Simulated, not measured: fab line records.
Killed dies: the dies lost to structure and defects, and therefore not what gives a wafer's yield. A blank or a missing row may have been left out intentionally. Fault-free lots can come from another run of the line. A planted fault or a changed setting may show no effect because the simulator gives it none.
A lot that was struck, set against a sound lot / flow nand_harc / 40 steps out of a route of 1159
Sound: the wafers L460.2, L460.3, L460.4. The struck wafers were L468.3, L468.4, L468.6. The cause is named last.
Each step with rows lists, per side, the tool, then ch with its chambers, then its first start. Under that, the readings that differ: sound wafers / struck wafers / difference of the means / sigmas: that difference in standard deviations of wafers without a fault.
alike: readings whose means differ by less than 2 such deviations, and words and numbers that are the same on both sides. not compared: withheld readings, readings that some wafer has no value for, bounds like >300 that may hide the same value, and numbers for which the record gives no deviation and whose values overlap.
Wherever a step has rows on one side only, a row that says differs or no value, or a row with sigmas, the two part there. Numbers that have no deviation but don't overlap get no sigmas and don't part them. A reading that every wafer of one side lacks parts them only if that side has two wafers or more.

NHARC_A_M0_OVL_MEAS_10: pitch 160 nm.
  sound on overlay-02 at day 18 05:26; struck on overlay-02 at day 20 15:51
  alike: overlay_x_nm, overlay_y_nm
NHARC_A_M0_INSPECT_11:
  sound on defect_inspect-01 at day 18 05:28; struck on defect_inspect-02 at day 20 15:53
  alike: raw_defect_count
then, 1 step without rows for these wafers: NHARC_A_M0_DESCUM_14 (chemistry O2, time 3 s).
NHARC_A_M0_ETCH_34: etches the open film in N2/H2, target depth 40 nm, overetch 12 nm, time 43.94 s.
  sound on rie_diel-03 ch 1,2,3, day 18 05:37; struck on rie_diel-03 ch 1,2, day 20 16:02
  alike: drypump_motor_current_A, oes_product_au, rf_vpp_V, showerhead_plenum_p_Torr, throttle_valve_pct
  not compared: rf_hours_counter_h
then, 1 step without rows for these wafers: NHARC_A_M0_ETCH_15 (etches the open film in C4F8/Ar, target depth 150 nm, overetch 15 nm, time 82.5 s).
NHARC_A_M0_CD_MEAS_16:
  sound on cd_sem-03 at day 18 05:50; struck on cd_sem-02 at day 20 16:15
  alike: cd_nm
then, 6 steps without rows for these wafers: NHARC_A_M0_STRIP_18 (strips in N2/H2); NHARC_A_M0_STRIP_19 (strips in post etch residue remover, time 600 s); NHARC_A_M0_DEGAS_28 (time 60 s); NHARC_A_M0_PRE_CLEAN_29 (time 30 s); NHARC_A_M0_PVD_20 (deposits TaN, target thk 5 nm, time 8.06 s); NHARC_A_M0_PVD_21 (deposits Cu, target thk 30 nm, time 20.49 s).
NHARC_A_M0_ECD_22: material Cu, target thk 400 nm.
  sound on ecd_cu-01 ch 0,1, day 18 06:48; struck on ecd_cu-01 ch 0,1, day 20 17:31
  alike: bath_heat_duty_pct
then, 2 steps without rows for these wafers: NHARC_A_M0_ANNEAL_30 (time 90 s); NHARC_A_M0_CMP_23 (polishes, t overpolish 20 s, target thk 113.75 nm).
NHARC_A_M0_THK_MEAS_24: measures by xrf.
  sound on film_metro-01 at day 18 08:12; struck on film_metro-01 at day 20 18:32
  alike: thk_nm
then, 13 steps without rows for these wafers: NHARC_A_M0_SRD_25; NHARC_A_M0_PRE_CLEAN_31 (time 12 s); NHARC_A_M0_DEP_32 (deposits SiCN, target thk 30 nm); NHARC_A_M1_DEP_00 (deposits SiOC, target thk 182.5 nm); NHARC_A_M1_DEHYDRATE_01 (time 120 s); NHARC_A_M1_HMDS_02 (time 30 s); NHARC_A_M1_COAT_34 (time 65 s); NHARC_A_M1_COAT_03 (resist thk 90 nm); NHARC_A_M1_SOFTBAKE_04 (time 55 s); NHARC_A_M1_EBR_05; NHARC_A_M1_EXPOSE_06 (exposes mask A M1, target cd 120 nm); NHARC_A_M1_PEB_07 (peb time 65 s); NHARC_A_M1_DEVELOP_08 (develop time 35 s).
NHARC_A_M1_CD_MEAS_09: target cd 120 nm.
  sound on cd_sem-02 ch 0, day 18 09:42; struck on cd_sem-03 ch 0, day 20 20:54
  alike: cd_nm
NHARC_A_M1_OVL_MEAS_10: pitch 240 nm.
  sound on overlay-01 at day 18 09:47; struck on overlay-01 at day 20 20:59
  alike: overlay_x_nm, overlay_y_nm
then, 1 step without rows for these wafers: NHARC_A_M1_DESCUM_14 (chemistry O2, time 3 s).
NHARC_A_M1_ETCH_35: etches the open film in N2/H2, target depth 40 nm, overetch 12 nm, time 43.94 s.
  sound on rie_diel-06 ch 0,1,3, day 18 09:58; struck on rie_diel-06 ch 0,2,3, day 20 21:11
  alike: drypump_motor_current_A, oes_product_au, rf_vpp_V, showerhead_plenum_p_Torr, throttle_valve_pct
  not compared: rf_hours_counter_h
NHARC_A_M1_ETCH_15: etches the open film in C4F8/Ar, target depth 182.5 nm, time 91.2 s.
  sound on rie_diel-06 ch 0,1,3; struck on rie_diel-06 ch 1,3
  alike: oes_product_au, rf_vpp_V
  not compared: rf_hours_counter_h
NHARC_A_M1_CD_MEAS_16:
  sound on cd_sem-01 at day 18 10:11; struck on cd_sem-03 at day 20 21:23
  alike: cd_nm
NHARC_A_M1_STRIP_18: strips in N2/H2.
  sound on rie_diel-08 ch 0,1,2, day 18 10:16; struck on rie_diel-06 ch 0,2, day 20 21:28
  alike: drypump_motor_current_A, oes_product_au, power_w, rf_vpp_V, showerhead_plenum_p_Torr, throttle_valve_pct
  not compared: rf_hours_counter_h
then, 2 steps without rows for these wafers: NHARC_A_M1_ETCH_28 (etches the open film in CF4/N2, target depth 30 nm, time 72.99 s); NHARC_A_M1_STRIP_19 (strips in post etch residue remover, time 600 s).
NHARC_A_M1_DEGAS_29: time 60 s.
  sound on pvd_sputter-02 at day 18 10:54; struck on pvd_sputter-03 at day 20 22:07
reading=heater_power_w (W); sound=300 342 322; struck=378 368 375; difference=+52; sigmas=+2
NHARC_END_SORT_01:
  at this point the record logs the struck wafers (prober-02 ch 0, day 22 11:21) and has no rows for the sound ones

WHERE THEY PART
Last at NHARC_END_SORT_01 as far as this record goes, first at NHARC_A_M1_DEGAS_29.

WHY: whatever the simulator had introduced
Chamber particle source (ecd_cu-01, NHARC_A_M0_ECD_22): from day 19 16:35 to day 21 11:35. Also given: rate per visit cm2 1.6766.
